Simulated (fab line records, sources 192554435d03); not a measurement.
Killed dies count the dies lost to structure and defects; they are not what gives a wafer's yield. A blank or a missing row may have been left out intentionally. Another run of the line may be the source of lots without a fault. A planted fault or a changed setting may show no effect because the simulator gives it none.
fab line records	flow n5Finfet
record lots=10	wafers=27	lastDay=18
route steps=1938 shown MOL_CONTACT_COAG@528 BEOL_M4@1111 PASSIVATION@1936
lots with no fault: from the same line, run without faults
startH: hours from the record's first day to the start of the lot's first wafer shown	waitH: hours from the lot's prior step to this one	" repeats the value in the row above	L1.1+2: a row that stands for several wafers	- no value, or no start given	* or withheld: withheld	< > ~ a bound
route shown NAME@n: names a module that has steps shown in the file, with the first one's number in the route	usual: mean/standard deviation taken from wafers without a fault	same: alike in all rows	chamber/n: place in a boat	sites: readings site by site	_std_site: standard deviation across them	_edge_site: inner sites' mean taken away from outer sites' mean	radiusMm: how far each site lies from the wafer's centre	mask NAME#n: copy n	behind: the tool/chamber that last shaped the wafer	hold: why the lot went on hold/how many hours it stayed there/how the hold came to an end	device: names the non-switching transistor (n, p or np)	end of line: the tests these same wafers got at the end of their route	a step without rows: its recipe alone	killed: the dies lost at the first sort to structure and to defects; this is not the yield of the wafer	map: a wafer's dies, x killed, . not, _ none there
set.NAME: the setting as run; set.NAME@STEP: as run at that earlier step	model.NAME: the simulator's own value behind a step, which no gauge read
a sample of lots followed through the steps of the route, with each step as a table and each wafer as a row
services: from which hour (startH, from the record's first day; less than 0 if before it) a tool's chamber was out of use, for how many hours, and why
## steps
# step N5_MOL_CONTACT_COAG_INSPECT_10
# recipe mode=adi	inspectInstrument=brightfield
# usual rawDefectCount=70/26
lot.wafer	tool	chamber	startH	waitH	rawDefectCount
L451.2	defectInspect-01	-	86.68	0.0	57
L451.3	"	-	"	"	74
L451.5	"	-	"	"	49
L452.3	defectInspect-02	-	92.58	0.0	78
L452.5	"	-	"	"	132
L452.6	"	-	"	"	112
L453.1	defectInspect-01	-	100.21	0.1	67
L453.2	"	-	"	"	43
L453.5	"	-	"	"	73
L455.5	defectInspect-02	-	113.91	0.0	72
L455.6	"	-	"	"	65
L458.1	defectInspect-01	-	129.58	0.1	83
L458.2	"	-	"	"	65
L458.6	"	-	"	"	51
L466.2	defectInspect-01	-	176.36	0.0	36
L466.4	"	-	"	"	52
L466.5	"	-	"	"	41
L468.2	defectInspect-02	-	190.55	0.0	81
L468.3	"	-	"	"	97
L468.5	"	-	"	"	124
L469.2	defectInspect-01	-	197.50	0.0	43
L469.4	"	-	"	"	30
L469.6	"	-	"	"	46
L473.2	defectInspect-02	-	219.73	0.0	54
L473.3	"	-	"	"	52
L474.2	defectInspect-01	-	232.51	0.0	43
L474.6	"	-	"	"	53
# step N5_MOL_CONTACT_COAG_DESCUM_13
# recipe chemistry=O2	timeS=7	sourcePowerW=50	biasPowerW=20	pressureMtorr=20	rfFrequencyHz=2.712e+07	tempC=40	resist=CAR-EUV	o2FlowSccm=225
# usual drypumpMotorCurrentA=5.7/0.44	oesProductAu=0.79/0.098	rfVppV=242.7/1.5	showerheadPlenumPTorr=2.08/0.099	throttleValvePct=20.46/0.25
lot.wafer	tool	chamber	startH	waitH	drypumpMotorCurrentA	oesProductAu	rfHoursCounterH	rfVppV	showerheadPlenumPTorr	throttleValvePct
L451.2	rieDiel-05	0	86.72	0.0	5.8	0.66	239	242.3	2.08	20.80
L451.3	"	1	"	"	6.5	0.66	221	241.3	1.99	20.71
L451.5	"	1	"	"	6.5	0.66	-	241.9	1.99	20.71
L452.3	rieDiel-03	3	92.73	0.1	5.4	0.73	176	243.0	2.08	20.38
L452.5	"	0	"	"	5.5	0.94	-	245.5	2.27	20.37
L452.6	"	1	"	"	6.1	0.80	-	242.3	2.03	20.70
L453.1	rieDiel-05	1	100.37	0.2	6.5	0.66	226	241.7	1.99	20.72
L453.2	"	0	"	"	5.8	0.67	245	243.2	2.08	20.82
L453.5	"	0	"	"	5.8	0.67	-	242.1	2.08	20.80
L455.5	rieDiel-05	0	113.96	0.0	5.8	0.67	-	241.3	2.08	20.82
L455.6	"	3	"	"	6.0	0.85	-	244.7	2.21	20.28
L458.1	rieDiel-04	3	129.61	0.0	5.3	0.72	231	241.8	1.98	20.47
L458.2	"	0	"	"	5.5	0.67	251	243.5	2.17	20.45
L458.6	"	3	"	"	5.3	0.71	-	241.0	1.98	20.45
L466.2	rieDiel-05	3	176.52	0.2	5.9	0.83	101	244.6	2.20	20.30
L466.4	"	3	"	"	5.9	0.83	-	244.6	2.20	20.32
L466.5	"	0	"	"	5.8	0.95	-	242.5	2.07	20.39
L468.2	rieDiel-04	1	190.78	0.2	4.9	0.70	192	241.0	2.00	20.58
L468.3	"	2	"	"	6.2	0.68	222	242.5	2.01	21.01
L468.5	"	1	"	"	4.9	0.70	-	241.8	1.99	20.57
L469.2	rieDiel-05	1	197.54	0.0	6.5	1.00	1	246.5	2.25	20.55
L469.4	"	2	"	"	6.2	0.75	191	240.7	1.99	20.22
L469.6	"	0	"	"	5.8	0.94	-	242.3	2.07	20.38
L473.2	rieDiel-04	1	219.93	0.2	4.9	0.70	202	241.6	1.99	20.57
L473.3	"	0	"	"	5.5	0.93	28	242.9	2.16	20.18
L474.2	rieDiel-03	3	232.55	0.0	5.3	0.70	225	243.1	2.06	20.45
L474.6	"	3	"	"	5.3	0.70	-	243.5	2.06	20.44
# step N5_MOL_CONTACT_COAG_STRIP_98
# recipe chemistry=N2/H2	powerW=500	tempC=40	pressureMtorr=50	rfFrequencyHz=6e+07	overashFraction=0.3	biasPowerW=8	h2Frac=0.5	n2FlowSccm=300	h2FlowSccm=300
# usual drypumpMotorCurrentA=5.7/0.44	oesProductAu=0.79/0.098	rfVppV=54.3/1.6	showerheadPlenumPTorr=3.32/0.15	throttleValvePct=18.83/0.27
lot.wafer	tool	chamber	startH	waitH	drypumpMotorCurrentA	oesProductAu	rfHoursCounterH	rfVppV	showerheadPlenumPTorr	throttleValvePct
L451.2	rieDiel-05	0	87.04	0.0	5.8	0.67	240	53.5	3.29	19.10
L451.3	"	1	"	"	6.5	0.65	221	50.2	3.16	18.51
L451.5	"	1	"	"	6.5	0.66	-	49.5	3.16	18.48
L452.3	rieDiel-03	3	93.05	0.0	5.4	0.73	176	50.1	3.35	18.90
L452.5	"	0	"	"	5.5	0.93	-	54.6	3.57	18.43
L452.6	"	1	"	"	6.0	0.79	-	51.0	3.21	18.65
L453.1	rieDiel-05	1	100.69	0.0	6.5	0.66	226	52.4	3.16	18.52
L453.2	"	0	"	"	5.8	0.66	245	56.1	3.29	19.11
L453.5	"	0	"	"	5.8	0.66	-	52.2	3.29	19.14
L455.5	rieDiel-05	0	114.29	0.0	5.8	0.65	-	53.8	3.28	19.09
L455.6	"	3	"	"	5.9	0.86	-	53.9	3.57	18.86
L458.1	rieDiel-04	3	129.94	0.0	5.3	0.72	231	56.7	3.17	18.76
L458.2	"	0	"	"	5.5	0.67	251	55.1	3.44	19.27
L458.6	"	3	"	"	5.3	0.72	-	54.0	3.17	18.78
L466.2	rieDiel-05	3	176.85	0.0	6.0	0.81	101	54.9	3.56	18.89
L466.4	"	3	"	"	5.9	0.83	-	53.9	3.56	18.93
L466.5	"	0	"	"	5.8	0.96	-	54.2	3.27	18.70
L468.2	rieDiel-04	1	191.10	0.0	4.9	0.70	192	55.3	3.21	18.91
L468.3	"	2	"	"	6.2	0.68	223	54.8	3.18	19.45
L468.5	"	1	"	"	4.9	0.70	-	54.6	3.21	18.90
L469.2	rieDiel-05	1	197.86	0.0	6.5	0.99	1	57.8	3.55	18.21
L469.4	"	2	"	"	6.3	0.73	191	55.3	3.23	18.82
L469.6	"	0	"	"	5.8	0.92	-	54.4	3.27	18.71
L473.2	rieDiel-04	1	220.26	0.0	4.9	0.70	202	57.3	3.21	18.95
L473.3	"	0	"	"	5.5	0.93	29	56.0	3.43	19.01
L474.2	rieDiel-03	3	232.88	0.0	5.4	0.70	225	53.8	3.32	19.05
L474.6	"	3	"	"	5.4	0.71	-	56.1	3.32	19.01
# step N5_MOL_CONTACT_COAG_ALD_20
# recipe material=TiN	targetThkA=15	tempC=400	aldPrecursorFamily=TiCl4	aldCoReactant=NH3	pulseTimeS=1	purgeTimeS=3	coReactantPurgeTimeS=2	coReactantPulseTimeS=2	aldCycles=68	pressureTorr=3
# usual aldCycles=68/0	heaterPowerW=888/90	precursorPulseHeightRel=0.995/0.02
# same pulseTimeS=1
lot.wafer	tool	chamber	startH	waitH	aldCycles	heaterPowerW	precursorPulseHeightRel
L451.2	aldMetal-04	2	88.16	0.1	68	885	0.967
L451.3	"	3	"	"	68	827	0.966
L451.5	"	2	"	"	68	856	0.983
L452.3	aldMetal-04	2	97.18	0.1	68	868	1.009
L452.5	"	3	"	"	68	811	1.019
L452.6	"	0	"	"	68	832	0.995
L453.1	aldMetal-03	3	103.12	0.1	68	814	0.985
L453.2	"	2	"	"	68	794	1.000
L453.5	"	3	"	"	68	811	0.995
L455.5	aldMetal-03	0	115.44	0.2	68	1012	0.963
L455.6	"	1	"	"	126	853	1.020
L458.1	aldMetal-02	2	131.20	0.1	68	1024	0.995
L458.2	"	1	"	"	68	809	1.027
L458.6	"	0	"	"	68	949	0.940
L466.2	aldMetal-04	1	179.16	0.1	68	1149	1.027
L466.4	"	3	"	"	68	826	0.990
L466.5	"	2	"	"	68	858	1.000
L468.2	aldMetal-04	2	192.91	0.1	68	869	0.989
L468.3	"	1	"	"	68	1107	1.008
L468.5	"	0	"	"	68	847	0.982
L469.2	aldMetal-02	3	198.64	0.1	68	949	0.959
L469.4	"	1	"	"	68	823	1.033
L469.6	"	3	"	"	68	922	1.010
L473.2	aldMetal-03	1	221.02	0.1	68	847	1.001
L473.3	"	2	"	"	68	806	0.983
L474.2	aldMetal-03	1	233.85	0.1	68	862	0.971
L474.6	"	2	"	"	68	808	1.007
# step N5_BEOL_M4_RC_MEAS_101
# usual DIBL_N=35.0/2.4	DIBL_P=35.4/2.8	IOFF_N=0.14/0.045	IOFF_P=0.20/0.048	ION_N=667/19	ION_P=460/11	SS_N=71.2/0.71	SS_P=73.1/0.86	VT_N=252/4.6	VT_P=-251/3.4
lot.wafer	tool	chamber	startH	waitH	DIBL_N[mV/V]	DIBL_P[mV/V]	IOFF_N[nA/um]	IOFF_P[nA/um]	ION_N[uA/um]	ION_P[uA/um]	SS_N[mV/dec]	SS_P[mV/dec]	VT_N[mV]	VT_P[mV]
L451.2	prober-01	0	172.25	0.2	33.3	34.5	0.13	0.18	651	451	70.5	73.0	249	-251
L451.3	"	0	"	"	31.0	32.4	0.10	0.16	664	467	70.0	72.4	253	-251
L451.5	"	0	"	"	35.2	38.2	0.17	0.25	688	481	70.3	73.1	246	-246
L452.3	prober-02	0	172.56	0.3	36.5	37.5	0.17	0.24	679	464	71.8	73.7	250	-249
L452.5	"	0	"	"	33.4	33.1	0.12	0.17	663	456	70.4	72.9	253	-252
L452.6	"	0	"	"	36.5	38.6	0.18	0.25	687	474	72.3	74.1	248	-248
L453.1	prober-01	0	175.98	0.0	33.2	32.2	0.12	0.18	673	469	70.8	72.8	252	-250
L453.2	"	0	"	"	37.2	35.9	0.19	0.24	680	459	72.0	73.8	247	-247
L453.5	"	0	"	"	36.4	34.9	0.16	0.21	650	453	72.1	73.5	252	-248
L455.5	prober-01	0	186.14	0.6	42.2	45.0	0.32	0.39	706	481	72.5	75.2	239	-243
L455.6	"	0	"	"	38.1	38.7	0.17	0.22	682	470	72.4	73.9	252	-249
L458.1	prober-02	0	204.79	0.0	35.1	33.5	0.12	0.18	644	447	71.4	72.5	254	-253
L458.2	"	0	"	"	37.5	37.5	0.18	0.23	682	466	71.3	74.2	248	-246
L458.6	"	0	"	"	36.2	37.8	0.16	0.27	666	462	71.3	73.7	251	-248
L466.2	prober-02	0	259.12	0.2	33.3	31.0	0.10	0.13	637	437	70.7	72.4	257	-258
L466.4	"	0	"	"	36.9	34.7	0.15	0.17	661	455	71.1	73.3	250	-253
L466.5	"	0	"	"	35.9	34.8	0.15	0.17	682	467	70.9	73.3	250	-253
L468.2	prober-01	0	276.24	0.2	31.3	32.2	0.10	0.15	637	439	71.1	71.9	255	-255
L468.3	"	0	"	"	36.8	38.9	0.18	0.23	653	448	72.3	73.9	250	-253
L468.5	"	0	"	"	31.7	32.6	0.11	0.15	669	461	70.9	72.4	253	-256
L469.2	prober-02	0	282.02	0.2	35.5	36.3	0.14	0.22	646	451	71.1	73.3	253	-249
L469.4	"	0	"	"	37.3	39.7	0.21	0.28	700	482	71.8	73.5	242	-243
L469.6	"	0	"	"	39.6	41.9	0.24	0.33	681	467	73.0	75.0	243	-245
L473.2	prober-02	0	302.41	0.2	33.1	36.2	0.12	0.18	654	457	71.3	72.9	253	-251
L473.3	"	0	"	"	36.3	39.3	0.19	0.23	702	479	72.0	74.1	243	-248
L474.2	prober-01	0	311.42	0.2	34.6	35.6	0.14	0.20	681	471	70.7	73.5	251	-252
L474.6	"	0	"	"	33.8	34.3	0.11	0.17	656	450	70.9	73.0	256	-256
# step N5_PASSIVATION_PROBE_49
# usual defectLimitedYield=91.7/1.4	killed_at_M0_to_M3=32/9.7	killed_at_M4_up=14/5.5	killedAtContacts=13/6.1	killedAtFrontEnd=35/10	killedAtOther=4.2/2.9	killedDies=98/17	killedOpen=63/12	killedShort=32/7.7	sort_bin_4_leakage=0.0/0.33	sort_bin_5_function=4.8/0.9	sort_bin_6_memory=3.1/0.63	sort_bin_8_speed=1/3.3	sortNPass=1073/41
# same grossDies=1180	killedAtBackSide=0
lot.wafer	tool	chamber	startH	waitH	defectLimitedYield[%]	killed_at_M0_to_M3	killed_at_M4_up	killedAtContacts	killedAtFrontEnd	killedAtOther	killedDies	killedOpen	killedShort	sort_bin_4_leakage[%]	sort_bin_5_function[%]	sort_bin_6_memory[%]	sort_bin_8_speed[%]	sortNPass
L453.1	prober-02	-	276.29	0.0	89.7	28	28	11	48	7	122	74	42	0	6.0	3.7	0	1058
L453.2	prober-02	-	276.34	0.1	93.0	13	23	8	34	5	83	53	28	0	4.3	2.5	0	1097
L453.5	prober-02	-	276.49	0.2	91.3	34	23	13	29	4	103	62	39	0	5.0	3.5	0	1076
L451.2	prober-02	-	276.64	0.3	88.8	32	20	18	55	7	132	76	49	0	5.5	4.7	0	1048
L451.3	prober-02	-	276.69	0.4	89.6	34	23	4	61	1	123	82	39	0	5.9	3.9	0	1057
L451.5	prober-02	-	276.79	0.5	88.8	40	38	11	43	0	132	91	39	0	6.5	4.4	0	1048
L452.3	prober-02	-	279.18	0.1	92.9	25	9	12	38	0	84	56	26	0	4.6	2.4	0	1096
L452.5	prober-02	-	279.28	0.2	91.4	26	9	20	42	4	101	71	27	0	5.3	3.0	0	1079
L452.6	prober-02	-	279.33	0.3	90.3	37	18	15	40	4	114	69	34	0	5.9	2.5	0	1066
L455.5	prober-02	-	291.68	0.2	90.4	47	6	18	40	2	113	76	36	1.7	5.8	3.4	0	1047
L455.6	prober-02	-	291.73	0.3	91.9	44	7	12	27	5	95	70	25	0	4.2	3.6	0	1085
L458.1	prober-01	-	305.58	0.0	93.6	28	10	5	30	3	76	51	23	0	4.1	2.0	0	1104
L458.2	prober-01	-	305.63	0.1	91.5	58	14	1	27	0	100	47	47	0	5.3	2.7	0	1080
L458.6	prober-01	-	305.83	0.3	93.0	25	7	5	40	6	83	45	36	0	3.6	3.1	0	1097
L466.2	prober-01	-	371.19	0.1	91.4	21	14	31	26	9	101	64	35	0	5.8	2.5	3	1046
L466.4	prober-01	-	371.29	0.2	91.3	25	14	22	33	9	103	69	33	0	5.8	2.7	0	1077
L466.5	prober-01	-	371.34	0.2	92.8	11	13	22	37	2	85	58	27	0	3.5	3.6	0	1095
L468.2	prober-01	-	383.24	0.1	92.1	25	14	16	32	6	93	56	34	0	4.2	3.5	1	1078
L468.3	prober-01	-	383.29	0.1	90.7	27	15	8	51	9	110	73	35	0	5.3	3.6	0	1070
L468.5	prober-01	-	383.39	0.2	89.2	48	17	3	55	5	128	76	47	0	6.3	4.2	0	1052
L469.2	prober-02	-	394.61	0.1	92.7	33	15	10	25	3	86	57	29	0	4.1	3.0	0	1094
L469.4	prober-02	-	394.71	0.2	93.7	19	9	13	29	4	74	39	26	0	3.5	2.0	0	1106
L469.6	prober-02	-	394.81	0.3	90.5	44	11	14	38	5	112	70	33	0.1	5.7	3.0	0	1067
L473.2	prober-01	-	414.82	0.1	93.1	32	5	15	24	5	81	56	23	0	4.2	2.4	0	1099
L473.3	prober-01	-	414.87	0.1	90.8	33	13	12	47	3	108	60	38	0	5.1	3.1	0	1072
L474.2	prober-02	-	427.49	0.1	92.7	23	9	9	41	4	86	56	28	0	4.5	2.8	0	1094
L474.6	prober-02	-	427.69	0.3	92.1	28	5	10	49	1	93	49	37	0	4.7	2.5	0	1087
# killed by level:class
L453.1 BEOL_M4:geometricParticle:open=11 MOL_CONTACT_COAG:geometricParticle:open=10 STI_FIN_REVEAL:geometricParticle:open=8 BEOL_M0_SAQP:geometricParticle:short=8 DUMMY_GATE:geometricParticle:open=7 BEOL_M5:geometricParticle:open=6 MIM_TOP_ETCH:geometricParticle:short=6 FIN_SAQP:geometricParticle:short=5
L453.2 BEOL_M4:geometricParticle:open=14 STI_FIN_REVEAL:geometricParticle:open=8 FIN_SAQP:geometricParticle:short=6 MOL_CONTACT_COAG:geometricParticle:open=5 FIN_SAQP:geometricParticle:open=4 DUMMY_GATE:geometricParticle:open=4 BEOL_M0_SAQP:geometricParticle:short=4 BEOL_M0_SAQP:geometricParticle:open=4
L453.5 BEOL_M4:geometricParticle:open=15 MOL_CONTACT_COAG:geometricParticle:open=13 FIN_SAQP:geometricParticle:short=9 BEOL_M2:geometricParticle:open=9 BEOL_M1:geometricParticle:short=7 BEOL_M1:geometricParticle:open=5 BEOL_M0_SAQP:geometricParticle:short=4 DUMMY_GATE:geometricParticle:open=3
L451.2 MOL_CONTACT_COAG:geometricParticle:open=16 BEOL_M4:geometricParticle:open=13 FIN_SAQP:geometricParticle:open=11 FIN_SAQP:geometricParticle:short=10 BEOL_M2:geometricParticle:open=8 HKMG_FIN:areaEtch=7 BEOL_M2:geometricParticle:short=6 ILD0:geometricParticle:short=5
L451.3 STI_FIN_REVEAL:geometricParticle:open=19 FIN_SAQP:geometricParticle:open=18 BEOL_M0_SAQP:geometricParticle:short=12 BEOL_M4:geometricParticle:open=10 FIN_SAQP:geometricParticle:short=9 BEOL_M0_SAQP:geometricParticle:open=5 BEOL_M2:geometricParticle:open=5 BEOL_M3:geometricParticle:open=4
L451.5 BEOL_M4:geometricParticle:open=28 BEOL_M2:geometricParticle:open=13 MOL_CONTACT_COAG:geometricParticle:open=10 FIN_SAQP:geometricParticle:short=9 BEOL_M0_SAQP:geometricParticle:short=8 STI_FIN_REVEAL:geometricParticle:open=7 BEOL_M0_SAQP:geometricParticle:open=7 BEOL_M3:geometricParticle:open=5
L452.3 MOL_CONTACT_COAG:geometricParticle:open=11 BEOL_M0_SAQP:geometricParticle:short=8 STI_FIN_REVEAL:geometricParticle:open=6 GATE_CUT:geometricParticle:short=5 GATE_CUT:geometricParticle:open=5 BEOL_M0_SAQP:geometricParticle:open=5 BEOL_M3:geometricParticle:open=5 STARTING-WAFER:geometricParticle:open=5
L452.5 MOL_CONTACT_COAG:geometricParticle:open=16 STI_FIN_REVEAL:geometricParticle:open=14 BEOL_M0_SAQP:geometricParticle:open=8 BEOL_M3:geometricParticle:open=5 STI_FIN_REVEAL:geometricParticle:short=4 DUMMY_GATE:geometricParticle:open=4 BEOL_M2:geometricParticle:open=4 MIM_TOP:geometricParticle:open=4
L452.6 MOL_CONTACT_COAG:geometricParticle:open=14 STI_FIN_REVEAL:geometricParticle:open=11 BEOL_M4:geometricParticle:open=11 BEOL_M3:geometricParticle:open=9 HKMG_FIN:areaEtch=9 BEOL_M0_SAQP:geometricParticle:open=8 BEOL_M0_SAQP:geometricParticle:short=7 FIN_SAQP:geometricParticle:short=5
L455.5 MOL_CONTACT_COAG:geometricParticle:open=17 FIN_SAQP:geometricParticle:short=10 BEOL_M2:geometricParticle:open=10 BEOL_M0_SAQP:geometricParticle:short=9 BEOL_M1:geometricParticle:open=9 FIN_SAQP:geometricParticle:open=8 STI_FIN_REVEAL:geometricParticle:open=8 BEOL_M0_SAQP:geometricParticle:open=6
L455.6 MOL_CONTACT_COAG:geometricParticle:open=11 BEOL_M1:geometricParticle:open=11 BEOL_M0_SAQP:geometricParticle:open=7 BEOL_M0_SAQP:geometricParticle:short=7 BEOL_M3:geometricParticle:open=7 STI_FIN_REVEAL:geometricParticle:open=6 BEOL_M2:geometricParticle:open=6 FIN_SAQP:geometricParticle:open=4
L458.1 STI_FIN_REVEAL:geometricParticle:open=12 BEOL_M1:geometricParticle:open=8 BEOL_M0_SAQP:geometricParticle:open=5 FIN_SAQP:geometricParticle:short=4 BEOL_M2:geometricParticle:open=4 BEOL_M3:geometricParticle:open=4 FIN_SAQP:geometricParticle:open=3 MOL_CONTACT_COAG:geometricParticle:open=3
L458.2 BEOL_M0_SAQP:geometricParticle:short=24 BEOL_M0_SAQP:geometricParticle:open=9 BEOL_M3:geometricParticle:open=9 STI_FIN_REVEAL:geometricParticle:open=6 BEOL_M1:geometricParticle:open=5 FIN_SAQP:geometricParticle:short=4 BEOL_M1:geometricParticle:short=4 FIN_CUT:areaEtch=4
L458.6 FIN_SAQP:geometricParticle:open=10 BEOL_M0_SAQP:geometricParticle:short=9 FIN_SAQP:geometricParticle:short=8 BEOL_M0_SAQP:geometricParticle:open=6 DUMMY_GATE:geometricParticle:open=5 MOL_CONTACT_COAG:geometricParticle:open=5 STI_FIN_REVEAL:geometricParticle:open=4 GATE_CUT:geometricParticle:open=3
L466.2 MOL_CONTACT_COAG:geometricParticle:open=24 BEOL_M4:geometricParticle:open=9 BEOL_M0_SAQP:geometricParticle:short=9 MOL_CONTACT_COAG:geometricParticle:short=7 BEOL_M0_SAQP:geometricParticle:open=6 FIN_SAQP:geometricParticle:open=5 FIN_SAQP:geometricParticle:short=5 DUMMY_GATE:geometricParticle:open=5
L466.4 MOL_CONTACT_COAG:geometricParticle:open=17 BEOL_M0_SAQP:geometricParticle:short=11 BEOL_M0_SAQP:geometricParticle:open=10 FIN_SAQP:geometricParticle:open=7 BEOL_M4:geometricParticle:open=7 STI_FIN_REVEAL:geometricParticle:open=6 FIN_SAQP:geometricParticle:short=5 MOL_CONTACT_COAG:geometricParticle:short=5
L466.5 MOL_CONTACT_COAG:geometricParticle:open=19 FIN_SAQP:geometricParticle:short=9 DUMMY_GATE:geometricParticle:open=6 FIN_SAQP:geometricParticle:open=5 BEOL_M5:geometricParticle:open=5 BEOL_M0_SAQP:geometricParticle:open=4 GATE_CUT:geometricParticle:open=3 STI_FIN_REVEAL:geometricParticle:open=3
L468.2 MOL_CONTACT_COAG:geometricParticle:open=13 STI_FIN_REVEAL:geometricParticle:open=9 BEOL_M0_SAQP:geometricParticle:short=8 DUMMY_GATE:geometricParticle:open=7 BEOL_M1:geometricParticle:open=5 FIN_SAQP:geometricParticle:short=4 BEOL_M1:geometricParticle:short=4 BEOL_M4:geometricParticle:open=4
L468.3 STI_FIN_REVEAL:geometricParticle:open=26 BEOL_M1:geometricParticle:open=9 BEOL_M4:geometricParticle:open=7 BEOL_M0_SAQP:geometricParticle:open=6 FIN_SAQP:geometricParticle:open=4 STI_FIN_REVEAL:geometricParticle:short=4 GATE_CUT:geometricParticle:short=4 MOL_CONTACT_COAG:geometricParticle:open=4
L468.5 STI_FIN_REVEAL:geometricParticle:open=18 BEOL_M0_SAQP:geometricParticle:open=12 BEOL_M0_SAQP:geometricParticle:short=11 BEOL_M2:geometricParticle:open=8 DUMMY_GATE:geometricParticle:open=7 GATE_CUT:geometricParticle:short=6 BEOL_M2:geometricParticle:short=5 STI_FIN_REVEAL:geometricParticle:short=4
L469.2 MOL_CONTACT_COAG:geometricParticle:open=9 BEOL_M0_SAQP:geometricParticle:short=9 BEOL_M1:geometricParticle:open=8 STI_FIN_REVEAL:geometricParticle:open=6 FIN_SAQP:geometricParticle:open=5 BEOL_M7:geometricParticle:open=5 BEOL_M0_SAQP:geometricParticle:open=4 BEOL_M0:geometricParticle:open=4
L469.4 MOL_CONTACT_COAG:geometricParticle:open=12 HKMG_FIN:areaEtch=9 BEOL_M3:geometricParticle:open=4 BEOL_M0:geometricParticle:short=4 BEOL_M1:geometricParticle:short=4 FIN_SAQP:geometricParticle:open=3 FIN_SAQP:geometricParticle:short=3 DUMMY_GATE:geometricParticle:open=3
L469.6 BEOL_M0_SAQP:geometricParticle:short=13 BEOL_M0_SAQP:geometricParticle:open=12 MOL_CONTACT_COAG:geometricParticle:open=10 BEOL_M1:geometricParticle:open=9 HKMG_FIN:areaEtch=9 STI_FIN_REVEAL:geometricParticle:open=8 FIN_SAQP:geometricParticle:open=6 BEOL_M5:geometricParticle:open=6
L473.2 MOL_CONTACT_COAG:geometricParticle:open=12 BEOL_M0_SAQP:geometricParticle:open=12 BEOL_M2:geometricParticle:open=6 STI_FIN_REVEAL:geometricParticle:open=5 GATE_CUT:geometricParticle:short=4 BEOL_M0_SAQP:geometricParticle:short=4 FIN_SAQP:geometricParticle:short=3 MOL_CONTACT_COAG:geometricParticle:short=3
L473.3 BEOL_M3:geometricParticle:open=9 FIN_SAQP:geometricParticle:short=8 MOL_CONTACT_COAG:geometricParticle:open=8 HKMG_FIN:areaEtch=8 BEOL_M1:geometricParticle:open=7 FIN_SAQP:geometricParticle:open=6 GATE_CUT:geometricParticle:short=6 BEOL_M0_SAQP:geometricParticle:open=5
L474.2 STI_FIN_REVEAL:geometricParticle:open=10 FIN_SAQP:geometricParticle:short=9 BEOL_M0_SAQP:geometricParticle:short=9 MOL_CONTACT_COAG:geometricParticle:open=7 BEOL_M0_SAQP:geometricParticle:open=7 FIN_SAQP:geometricParticle:open=6 DUMMY_GATE:geometricParticle:open=5 BEOL_M2:geometricParticle:open=4
L474.6 FIN_SAQP:geometricParticle:open=13 FIN_SAQP:geometricParticle:short=12 MOL_CONTACT_COAG:geometricParticle:open=7 BEOL_M0_SAQP:geometricParticle:short=7 BEOL_M0_SAQP:geometricParticle:open=6 BEOL_M2:geometricParticle:open=6 BEOL_M1:geometricParticle:open=4 STARTING-WAFER:geometricParticle:short=4
## services
tool	chamber	startH	hours	kind
rieDiel-03	2	66.09	10.9	repair
rieDiel-04	2	79.40	6.3	repair
aldMetal-04	1	85.79	21.3	repair
aldMetal-04	-	105.89	2.8	pm
rieDiel-03	1	106.97	6.5	repair
aldMetal-03	3	107.61	5.6	repair
aldMetal-02	-	114.28	0.7	repair
aldMetal-03	-	117.21	1.4	repair
rieDiel-04	1	122.19	9.0	repair
rieDiel-05	0	125.61	4.7	repair
rieDiel-05	0	130.41	-	clean
rieDiel-05	0	130.41	-	consumableReplace:focusRing
rieDiel-05	0	130.41	26.4	scheduledDown
rieDiel-05	0	130.41	26.4	ventCycle
rieDiel-04	0	131.49	-	clean
rieDiel-04	0	131.49	-	consumableReplace:focusRing
aldMetal-04	2	142.86	31.6	repair
rieDiel-05	1	160.41	-	clean
rieDiel-05	1	160.41	-	consumableReplace:focusRing
rieDiel-05	1	160.41	-	consumableReplace:showerhead
rieDiel-05	1	160.41	34.7	scheduledDown
rieDiel-05	1	160.41	34.7	ventCycle
rieDiel-04	2	201.91	1.7	repair
aldMetal-04	0	202.20	1.8	repair
## key
firstSign step=N5_MOL_CONTACT_COAG_ALD_20	reading=aldCycles	direction=up	sigmas=99+	usual=*	struck=*
effect none on later readings
metAt N5_MOL_CONTACT_COAG_ALD_20
struckLots L455
struckWafers L455.6
notActingAt N5_MOL_CONTACT_COAG_INSPECT_10,N5_MOL_CONTACT_COAG_DESCUM_13,N5_MOL_CONTACT_COAG_STRIP_98
onsetBetween 103.12 115.44
fault kind=processParameterDrift	tool=aldMetal-03	chamber=-	onsetH=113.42	steps=N5_MOL_CONTACT_COAG_ALD_20	channel=aldCycles	offset=*	shape=step	endH=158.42	scope=struckWafersOnly	actsIn=*	stated=*
